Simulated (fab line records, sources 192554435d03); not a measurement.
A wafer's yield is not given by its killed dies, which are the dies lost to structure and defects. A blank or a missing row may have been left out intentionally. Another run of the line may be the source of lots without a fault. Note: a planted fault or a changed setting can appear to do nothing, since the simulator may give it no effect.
Comparing a struck lot with a sound one    flow n5-finfet    20 steps out of a route of 1938
Sound: the wafers L872.2, L872.3, L872.6. Struck: wafer L885.6 (left out: L885.1, L885.2 of the same lot, which were not struck); the cause appears at the end.
Order at every step that has rows: each side's tool, ch and its chambers, its first start. Under that, the readings that differ: sound wafers    struck wafers    difference of the means    sigmas: that difference in standard deviations of wafers without a fault.
alike: a reading whose means differ by less than 2 such deviations, as well as words and numbers matching on both sides. not compared: withheld readings; readings where some wafer has no value; bounds like >300 that might hide an equal value; numbers whose values overlap and for which the record gives no deviation.
A row with sigmas, a row that says differs or no value, or rows on one side alone: a step with any of these is where the two part. Non-overlapping numbers with no deviation appear without sigmas and do not part them. A reading that every wafer of one side lacks parts them only if that side has two wafers or more.

first, 7 steps without rows for these wafers: N5_BEOL_M13_COAT_22 (resist thk 300 nm); N5_BEOL_M13_EBR_24; N5_BEOL_M13_SOFTBAKE_23 (time 60 s); N5_BEOL_M13_EXPOSE_25 (exposes mask M13, target cd 210 nm); N5_BEOL_M13_PEB_26 (peb time 90 s); N5_BEOL_M13_DEVELOP_27 (develop time 45 s); N5_BEOL_M13_HARDBAKE_32 (time 120 s).
N5_BEOL_M13_CD_MEAS_28: target cd 209.5 nm.
  sound on cd-sem-03 ch 0, day 13 23:34; struck on cd-sem-03 ch 0, day 17 04:43
  alike: cd-nm
N5_BEOL_M13_OVL_MEAS_29:
  sound on overlay-02 ch 0, day 13 23:35; struck on overlay-02 ch 0, day 17 04:45
  alike: M13_OVL
N5_BEOL_M13_INSPECT_30: inspects for defects (macro).
  sound: defect-inspect-01 at day 13 23:37; struck: defect-inspect-02 at day 17 04:46
  alike: raw-defect-count
N5_BEOL_M13_DESCUM_33: chemistry O2, time 7.9 s.
  sound on rie-diel-06 ch 1,2, day 13 23:39; struck on rie-diel-06 ch 1, day 17 04:49
  alike: chamber-pressure-mTorr, drypump-motor-current-A, oes-product-au, rf-vpp-V, showerhead-plenum-p-Torr, throttle-valve-pct
  not compared: rf-hours-counter-h
N5_BEOL_M13_ETCH_67: etches SiARC in CF4, target depth 143 nm, time 238.3 s.
  sound on rie-diel-06 ch 1,2, day 13 23:41; struck on rie-diel-06 ch 1, day 17 04:50
  alike: chamber-pressure-mTorr, drypump-motor-current-A, etch-rf-on-time-s, oes-product-au, rf-vpp-V, showerhead-plenum-p-Torr, throttle-valve-pct
  not compared: rf-hours-counter-h
N5_BEOL_M13_ETCH_68: etches SOC in N2/H2, time 355 s.
  sound on rie-diel-06 ch 1,2, day 13 23:50; struck on rie-diel-06 ch 1, day 17 04:59
reading                                      sound              struck  difference  sigmas
model.SiARC_of_BEOL_M13_COAT_66.thk-nm (nm)  77.8 77.8 77.8     64.8    -13.0       
model.BEOL_M13.cd-nm (nm)                    213.4 211.4 214.2  217.2   +4.2        
  alike: chamber-pressure-mTorr, drypump-motor-current-A, oes-product-au, rf-vpp-V, showerhead-plenum-p-Torr, throttle-valve-pct
  not compared: rf-hours-counter-h
then, 1 step without rows for these wafers: N5_BEOL_M13_STRIP_69 (strips in N2/H2).
N5_BEOL_M13_TRENCH_ETCH_34: etches SiOC in C4F8/O2/Ar, target depth 413.47 nm, time 162.6 s.
  sound on rie-diel-06 ch 1,2, day 14 00:03; struck on rie-diel-06 ch 1, day 17 05:13
  alike: chamber-pressure-mTorr, drypump-motor-current-A, he-inner-torr, oes-product-au, rf-vpp-V, showerhead-plenum-p-Torr, throttle-valve-pct
  not compared: rf-hours-counter-h
then, 1 step without rows for these wafers: N5_BEOL_M13_STRIP_70 (strips in C4F8/O2/Ar).
N5_BEOL_M13_OCD_MEAS_35:
  sound: ocd-02 at day 14 00:14; struck: ocd-01 at day 17 05:23
  alike: trench-depth-nm
N5_BEOL_M13_STRIP_37: strips in N2/H2.
  sound on plasma-asher-02 ch 0,1, day 14 00:16; struck on plasma-asher-02 ch 1, day 17 05:25
  alike: drypump-motor-current-A, heater-power-w, oes-product-au
  not compared: rf-hours-counter-h
N5_BEOL_M13_ETCH_38: etches SiCN in CF4/N2, target depth 67.5 nm, time 71.9 s.
  sound on rie-diel-02 ch 0,1, day 14 00:22; struck on rie-diel-05 ch 1, day 17 07:28
reading                    sound              struck  difference  sigmas
model.BEOL_M13.cd-nm (nm)  213.6 211.4 214.4  217.2   +4.1        
  alike: chamber-pressure-mTorr, drypump-motor-current-A, oes-product-au, rf-vpp-V, showerhead-plenum-p-Torr, throttle-valve-pct
  not compared: rf-hours-counter-h
then, 1 step without rows for these wafers: N5_BEOL_M13_PRECLEAN_39 (cleans in residue remover, time 60 s).

## WHERE THEY PART
Nowhere in this record.

WHY: what had been put in by the simulator
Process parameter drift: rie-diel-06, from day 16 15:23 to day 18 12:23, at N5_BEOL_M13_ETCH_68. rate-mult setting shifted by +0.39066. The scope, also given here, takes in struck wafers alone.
